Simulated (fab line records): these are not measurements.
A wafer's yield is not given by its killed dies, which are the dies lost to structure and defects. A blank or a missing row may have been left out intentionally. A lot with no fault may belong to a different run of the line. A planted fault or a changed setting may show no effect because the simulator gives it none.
fab line records    flow nand_harc
record: lots: 12  wafers: 36  last_day: 26
route steps=1159 shown A_SLIT@799 A_WL_FILL@813 END@1159
lots that met no fault: taken from a fault-free run of the same line
start_h: the number of hours between the record's first day and the start of the first shown wafer of the lot    wait_h: time in hours since the lot's previous step    " identical to the entry in the row above    L1.1+2: a single row standing in for several wafers    - either no value or no given start    * or withheld: withheld    < > ~ a bound
route shown NAME@n: names a module that has steps shown in the file, with the first one's number in the route    usual: mean/standard deviation taken from wafers without a fault    same: alike in all rows    chamber/n: place in a boat    sites: readings site by site    _std_site: their standard deviation    _edge_site: mean of outer sites minus mean of inner sites    radius_mm: how far each site lies from the wafer's centre    mask NAME#n: copy n    behind: tool/chamber where the wafer was last shaped    hold: why the lot went on hold/how many hours it stayed there/how the hold came to an end    device: whichever transistor did not switch (one of n, p or np)    end of line: the route-end tests of the same wafers    a step with no rows: only its recipe    killed: count of dies lost to structure and defects at first sort (not the wafer's yield)    map: per-die view of a wafer (x killed, . not killed, _ where there is no die)
set.NAME: the run value of the setting; set.NAME@STEP: its run value at that earlier step    model.NAME: the simulator's own value behind a step, which no gauge read
a sample of lots followed through the steps of the route, with each step as a table and each wafer as a row
services: from which hour (start_h, from the record's first day; less than 0 if before it) a tool's chamber was out of use, for how many hours, and why
== steps ==
step: NHARC_A_SLIT_ETCH_29
recipe: target_depth_a: 1000  overetch_a: 100  time_s: 55  ion_energy_ev: 100  cf4_flow_sccm: 80  o2_flow_sccm: 20  ar_flow_sccm: 0  rf_w: 300  bias_w: 100  chemistry: CF4/O2
usual: drypump_motor_current_A: 5.6/0.38  oes_product_au: 0.995/0.01  rf_vpp_V: 197.6/1.4  showerhead_plenum_p_Torr: 1.32/0.048  throttle_valve_pct: 13.398/0.0093
lot.wafer  tool         chamber  start_h  wait_h  drypump_motor_current_A  oes_product_au  rf_hours_counter_h  rf_vpp_V  showerhead_plenum_p_Torr  throttle_valve_pct
L960.3     rie_diel-03  0        337.62   0.1     5.8                      1.016           7                   200.3     1.41                      13.386
L960.4     "            1        "        "       6.0                      1.004           7                   196.0     1.25                      13.398
L960.5     "            1        "        "       6.0                      0.995           -                   196.3     1.26                      13.401
L961.1     rie_diel-10  2        346.09   0.1     6.1                      0.991           12                  199.0     1.35                      13.388
L961.3     "            3        "        "       5.1                      0.989           10                  197.8     1.33                      13.409
L961.6     "            2        "        "       6.1                      0.987           -                   198.5     1.35                      13.402
L964.2     rie_diel-03  1        354.64   0.1     6.0                      0.999           8                   196.7     1.25                      13.402
L964.5     "            2        "        "       5.2                      0.989           -                   196.3     1.32                      13.404
L964.6     "            3        "        "       5.6                      0.991           -                   198.2     1.30                      13.406
L965.2     rie_diel-10  0        369.62   0.1     6.0                      0.984           0                   196.4     1.30                      13.384
L965.1     "            3        "        "       5.1                      1.007           0                   197.6     1.33                      13.390
L965.6     "            0        "        "       5.9                      0.985           -                   199.3     1.30                      13.401
L967.3     rie_diel-05  1        381.15   0.1     4.9                      1.013           2                   197.9     1.37                      13.396
L967.2     "            2        "        "       5.7                      1.001           2                   196.8     1.24                      13.391
L967.4     "            0        "        "       5.6                      0.997           1                   195.5     1.24                      13.392
L969.2     rie_diel-10  1        387.75   0.1     5.3                      0.987           1                   196.6     1.30                      13.402
L969.4     "            1        "        "       5.3                      0.992           -                   196.1     1.30                      13.385
L969.5     "            3        "        "       5.1                      1.011           -                   200.5     1.33                      13.395
L971.3     rie_diel-03  0        427.20   0.1     5.8                      1.006           4                   199.2     1.40                      13.385
L971.4     "            2        "        "       5.2                      0.987           -                   197.8     1.32                      13.378
L971.5     "            3        "        "       5.5                      0.998           -                   197.0     1.30                      13.402
L975.2     rie_diel-05  2        440.45   0.1     5.8                      0.986           6                   199.1     1.24                      13.396
L975.3     "            3        "        "       6.0                      0.991           6                   198.2     1.38                      13.392
L975.4     "            1        "        "       4.9                      1.017           6                   199.0     1.37                      13.399
L980.3     rie_diel-10  1        461.74   0.1     5.3                      0.984           6                   196.0     1.30                      13.384
L980.2     "            2        "        "       6.1                      1.006           4                   199.0     1.35                      13.391
L980.1     "            3        "        "       5.1                      0.992           5                   197.7     1.33                      13.390
L981.1     rie_diel-10  2        463.62   0.1     6.1                      0.997           5                   198.3     1.35                      13.407
L981.4     "            1        "        "       5.3                      0.975           -                   197.1     1.30                      13.413
L981.5     "            2        "        "       6.1                      1.003           -                   200.0     1.35                      13.389
L983.3     rie_diel-03  2        474.22   0.1     5.3                      0.989           6                   197.3     1.32                      13.402
L983.2     "            0        "        "       5.7                      1.005           6                   199.5     1.40                      13.401
L983.5     "            2        "        "       5.3                      1.001           -                   197.3     1.32                      13.394
L982.4     rie_diel-05  0        475.61   0.1     5.6                      1.012           10                  195.9     1.24                      13.385
L982.2     "            1        "        "       4.9                      1.003           10                  198.9     1.37                      13.388
L982.1     "            2        "        "       5.7                      0.992           11                  195.1     1.24                      13.408
step: NHARC_A_WL_FILL_CVD_03
recipe: target_thk_a: 400  temp_c: 300  pressure_torr: 40  wf6_flow_sccm: 40  h2_flow_sccm: 1600  ar_flow_sccm: 1560  time_s: 3302  material: W
usual: heater_power_w: 428/68  mfc_h2_sccm: 1601/5  mfc_wf6_sccm: 40.00/0.14  throttle_valve_pct: 7.95/0.22
lot.wafer  tool      chamber  start_h  wait_h  heater_power_w  mfc_h2_sccm  mfc_wf6_sccm  throttle_valve_pct
L960.3     cvd_w-01  1        346.92   1.0     336             1595         39.82         8.27
L960.4     "         0        "        "       474             1601         40.15         7.87
L960.5     "         0        "        "       476             1596         40.19         8.03
L961.1     cvd_w-02  1        354.44   0.5     425             1605         39.99         7.84
L961.3     "         0        "        "       501             1607         39.84         7.63
L961.6     "         0        "        "       489             1601         39.85         7.92
L964.2     cvd_w-02  0        370.93   7.2     493             1598         39.98         7.82
L964.6     "         0        372.83   9.1     486             1601         39.95         7.80
L964.5     "         1        "        "       435             1599         40.08         8.12
L965.1     cvd_w-01  1        390.92   12.2    334             1603         40.00         8.28
L965.2     "         0        "        "       471             1599         40.13         8.08
L965.6     "         0        393.31   14.5    465             1602         40.04         7.92
L967.2     cvd_w-01  1        399.18   8.8     329             1606         40.23         8.20
L967.4     "         1        "        "       344             1596         40.04         8.10
L967.3     "         0        "        "       469             1602         40.01         8.33
L969.2     cvd_w-02  1        404.47   9.1     427             1599         39.91         7.60
L969.4     "         0        405.89   10.5    524             1597         39.94         7.32
L969.5     "         1        "        "       424             1597         39.94         7.28
L971.4     cvd_w-02  1        439.53   3.6     421             1604         40.13         7.78
L971.3     "         0        "        "       499             1594         40.06         7.91
L971.5     "         0        "        "       503             1586         39.76         7.77
L975.2     cvd_w-02  0        453.07   0.5     512             1593         40.09         7.47
L975.3     "         1        "        "       438             1604         40.45         7.76
L975.4     "         0        "        "       499             1596         39.96         7.71
L980.2     cvd_w-01  0        472.20   1.3     486             1605         39.73         8.09
L980.1     "         1        "        "       339             1600         39.81         7.93
L980.3     "         1        "        "       336             1597         39.85         8.02
L981.1     cvd_w-02  1        472.46   1.5     434             1594         40.06         7.84
L981.4     "         0        473.87   2.9     512             1591         40.07         8.12
L981.5     "         0        "        "       517             1591         39.89         7.54
L982.2     cvd_w-02  0        485.83   2.8     518             1600         40.12         7.93
L982.1     "         1        "        "       431             1602         39.97         7.69
L982.4     "         0        "        "       513             1603         40.01         7.65
L983.2     cvd_w-01  0        490.88   7.6     477             1600         39.79         7.75
L983.3     "         0        "        "       477             1606         39.83         7.77
L983.5     "         1        493.24   10.0    331             1600         40.04         7.85
step: NHARC_A_WL_FILL_ETCHBACK_26
recipe: target_depth_a: 520  time_s: 13.3  hbr_flow_sccm: 150  rf_w: 350  icp_w: 350  bias_w: 60  chemistry: HBr
usual: drypump_motor_current_A: 5.6/0.59  oes_product_au: 0.997/0.0089  throttle_valve_pct: 23.266/0.0089
lot.wafer  tool       chamber  start_h  wait_h  drypump_motor_current_A  oes_product_au  rf_hours_counter_h  throttle_valve_pct
L960.4     rie_si-05  3        364.84   0.4     4.8                      1.004           1.02                23.270
L960.3     "          1        "        "       5.0                      0.988           0.84                23.279
L960.5     "          0        "        "       6.6                      1.001           -                   23.262
L961.1     rie_si-03  3        373.18   0.4     6.7                      0.997           0.28                23.274
L961.3     "          2        "        "       5.3                      1.004           0.32                23.282
L961.6     "          0        "        "       6.2                      1.001           -                   23.249
L964.2     rie_si-03  0        390.01   0.4     6.2                      1.004           0.26                23.264
L964.6     "          1        "        "       5.6                      1.000           -                   23.257
L964.5     "          2        "        "       5.3                      0.996           -                   23.266
L965.1     rie_si-03  1        411.90   0.4     5.5                      1.002           0.45                23.277
L965.2     "          0        "        "       6.2                      1.011           0.36                23.253
L965.6     "          1        "        "       5.5                      1.002           -                   23.265
L967.2     rie_si-05  1        415.70   0.4     4.9                      0.993           1.21                23.265
L967.3     "          2        "        "       5.7                      0.990           1.20                23.279
L967.4     "          3        "        "       4.8                      0.986           1.33                23.275
L969.2     rie_si-03  3        423.07   0.4     6.6                      1.007           0.62                23.261
L969.4     "          3        "        "       6.7                      1.004           -                   23.270
L969.5     "          0        "        "       6.2                      1.002           -                   23.269
L971.3     rie_si-05  2        458.46   0.4     5.7                      0.991           0.22                23.261
L971.4     "          0        "        "       6.6                      1.004           0.25                23.278
L971.5     "          2        "        "       5.7                      0.989           -                   23.278
L975.4     rie_si-03  1        475.65   0.4     5.5                      1.003           1.01                23.272
L975.3     "          2        "        "       5.3                      0.850           0.86                23.267
L975.2     "          0        "        "       6.3                      1.011           0.87                23.271
L981.4     rie_si-06  2        488.59   0.4     5.5                      0.983           0.91                23.266
L981.1     "          0        "        "       5.3                      0.985           0.76                23.273
L981.5     "          2        "        "       5.5                      0.984           -                   23.282
L980.3     rie_si-03  1        488.59   0.4     5.5                      0.869           1.13                23.273
L980.1     "          2        "        "       5.3                      0.998           0.98                23.266
L980.2     "          3        "        "       6.7                      0.994           1.10                23.260
L982.2     rie_si-06  2        505.74   0.4     5.6                      0.989           1.03                23.265
L982.4     "          0        "        "       5.3                      0.993           0.94                23.261
L982.1     "          1        "        "       4.8                      1.007           0.96                23.259
L983.3     rie_si-05  3        509.78   0.4     4.8                      1.004           0.94                23.257
L983.2     "          1        "        "       5.0                      0.981           0.83                23.269
L983.5     "          2        "        "       5.7                      0.990           -                   23.273
step: NHARC_A_WL_FILL_INSPECT_15
usual: raw_defect_count: 402/150
lot.wafer  tool               chamber  start_h  wait_h  raw_defect_count
L960.3     defect_inspect-01  -        379.26   0.0     252
L960.4     "                  -        "        "       299
L960.5     "                  -        "        "       346
L961.1     defect_inspect-01  -        388.41   0.0     503
L961.3     "                  -        "        "       635
L961.6     "                  -        "        "       545
L964.2     defect_inspect-01  -        405.69   0.0     298
L964.5     "                  -        "        "       316
L964.6     "                  -        "        "       364
L965.1     defect_inspect-01  -        417.98   0.0     309
L965.2     "                  -        "        "       282
L965.6     "                  -        "        "       361
L967.2     defect_inspect-02  -        422.63   0.0     214
L967.3     "                  -        "        "       268
L967.4     "                  -        "        "       433
L969.2     defect_inspect-02  -        429.13   0.0     216
L969.4     "                  -        "        "       300
L969.5     "                  -        "        "       214
L971.3     defect_inspect-02  -        466.60   0.0     272
L971.4     "                  -        "        "       335
L971.5     "                  -        "        "       391
L975.2     defect_inspect-02  -        485.97   0.1     423
L975.3     "                  -        "        "       493
L975.4     "                  -        "        "       451
L981.1     defect_inspect-01  -        501.91   0.0     381
L981.4     "                  -        "        "       548
L981.5     "                  -        "        "       471
L980.1     defect_inspect-02  -        504.06   0.0     334
L980.2     "                  -        "        "       207
L980.3     "                  -        "        "       322
L982.1     defect_inspect-02  -        518.84   0.0     247
L982.2     "                  -        "        "       310
L982.4     "                  -        "        "       429
L983.2     defect_inspect-02  -        521.26   0.0     353
L983.3     "                  -        "        "       447
L983.5     "                  -        "        "       573
step: NHARC_END_SORT_01
recipe: temp_c: 25
usual: killed_at_array: 27/12  killed_at_other: 0.5/0.9  killed_at_periphery: 3.7/2.7  killed_dies: 31/12  killed_open: 3.3/2  killed_short: 2.0/1.4
same: gross_dies: 677
lot.wafer  tool       chamber  start_h  wait_h  killed_at_array  killed_at_other  killed_at_periphery  killed_dies  killed_open  killed_short
L964.2     prober-01  0        496.53   2.8     13               0                2                    15           0            1
L964.5     prober-01  0        498.97   3.7     29               0                0                    29           2            1
L964.6     prober-01  0        499.78   4.1     30               4                0                    34           6            1
L969.2     prober-01  0        512.13   2.8     20               0                6                    26           3            5
L969.4     prober-01  0        513.71   3.4     17               0                2                    19           2            3
L969.5     prober-01  0        514.50   3.7     11               1                5                    17           7            2
killed by level:class
L964.2 A_CHANNEL_HOLE_D1:chamber_film_flake=7 A_STAIRCASE:chamber_film_flake=3 A_CONTACT:chamber_film_flake=3 P_STI:geometric_particle:short=1 P_STI:chamber_film_flake=1
L964.5 A_CHANNEL_HOLE_D1:chamber_film_flake=16 A_CONTACT:chamber_film_flake=6 A_STAIRCASE:chamber_film_flake=3 A_SGD_CUT:geometric_particle:short=1 A_CONTACT:geometric_particle:open=1 A_M0:geometric_particle:open=1 A_SGD_CUT:chamber_film_flake=1
L964.6 A_CHANNEL_HOLE_D1:chamber_film_flake=18 THIN_TSV:chamber_film_flake=4 A_BONDPAD:chamber_film_flake=3 A_ONON_D1:geometric_particle:open=2 A_WL_FILL:geometric_particle:open=2 A_BLC:geometric_particle:open=2 A_WL_FILL:geometric_particle:short=1 A_STAIRCASE:chamber_film_flake=1
L969.2 A_CHANNEL_HOLE_D1:chamber_film_flake=5 A_STAIRCASE:chamber_film_flake=5 P_STI:chamber_film_flake=3 A_CONTACT:chamber_film_flake=3 A_WL_FILL:geometric_particle:short=2 P_GATE:geometric_particle:open=1 P_M0:geometric_particle:open=1 A_ONON_D1:geometric_particle:short=1
L969.4 A_STAIRCASE:chamber_film_flake=7 A_CHANNEL_HOLE_D1:chamber_film_flake=4 A_WL_FILL:geometric_particle:short=2 A_CONTACT:chamber_film_flake=2 P_M0:geometric_particle:open=1 A_ONON_D1:geometric_particle:short=1 A_CONTACT:geometric_particle:open=1 P_STI:chamber_film_flake=1
L969.5 A_CONTACT:chamber_film_flake=3 P_M0:geometric_particle:open=2 P_STI:chamber_film_flake=2 P_GATE:geometric_particle:open=1 A_ONON_D1:geometric_particle:open=1 A_CHANNEL_FILL_D1:geometric_particle:short=1 A_STAIRCASE:geometric_particle:open=1 A_CONTACT:geometric_particle:short=1
== services ==
tool         chamber  start_h  hours  kind
rie_si-03    3        316.72   1.4    repair
rie_si-03    -        332.00   9.0    pm
rie_diel-10  0        344.92   7.0    repair
rie_diel-10  -        353.50   9.0    pm
cvd_w-01     0        361.18   12.0   repair
rie_diel-03  2        362.18   8.9    repair
rie_diel-10  2        371.86   19.0   repair
cvd_w-02     -        387.19   13.0   pm
rie_diel-03  -        392.30   9.0    pm
rie_si-03    2        394.77   32.6   repair
rie_diel-10  2        397.82   11.9   repair
rie_diel-03  1        403.99   14.0   repair
rie_diel-03  3        413.82   8.8    repair
rie_si-05    -        416.00   9.0    pm
rie_diel-03  1        425.54   5.0    repair
cvd_w-01     0        444.03   12.0   repair
cvd_w-01     1        447.00   1.7    repair
cvd_w-02     1        449.08   3.4    repair
rie_diel-10  0        456.52   8.1    repair
rie_diel-10  -        473.57   0.6    repair
cvd_w-01     -        477.88   13.0   pm
rie_si-03    0        484.62   7.1    repair
rie_si-03    3        499.14   7.3    repair
rie_si-03    -        509.00   9.0    pm
== key ==
first_sign: step: NHARC_A_WL_FILL_ETCHBACK_26  reading: oes_product_au  direction: down  sigmas: 16  usual: 0.997  struck: 0.859
effect none on later readings
met_at NHARC_A_WL_FILL_ETCHBACK_26
struck_lots L975,L980
struck_wafers L975.3,L980.3
tester_left_out L975,L980
not_acting_at NHARC_A_SLIT_ETCH_29,NHARC_A_WL_FILL_CVD_03,NHARC_A_WL_FILL_INSPECT_15
onset_between 423.07 475.65
fault: kind: process_parameter_drift  tool: rie_si-03  chamber: -  onset_h: 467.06  steps: NHARC_A_WL_FILL_ETCHBACK_26  channel: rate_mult  offset: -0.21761  shape: step  end_h: 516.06  scope: struck_wafers_only
tester_left_out: of these lots the tester's yield and bins aren't shown, on N5 and GAA mostly nor the transistor test; their killed dies are dies lost to structure and defects alone, not to doping, threshold or leakage, so they don't give the yield
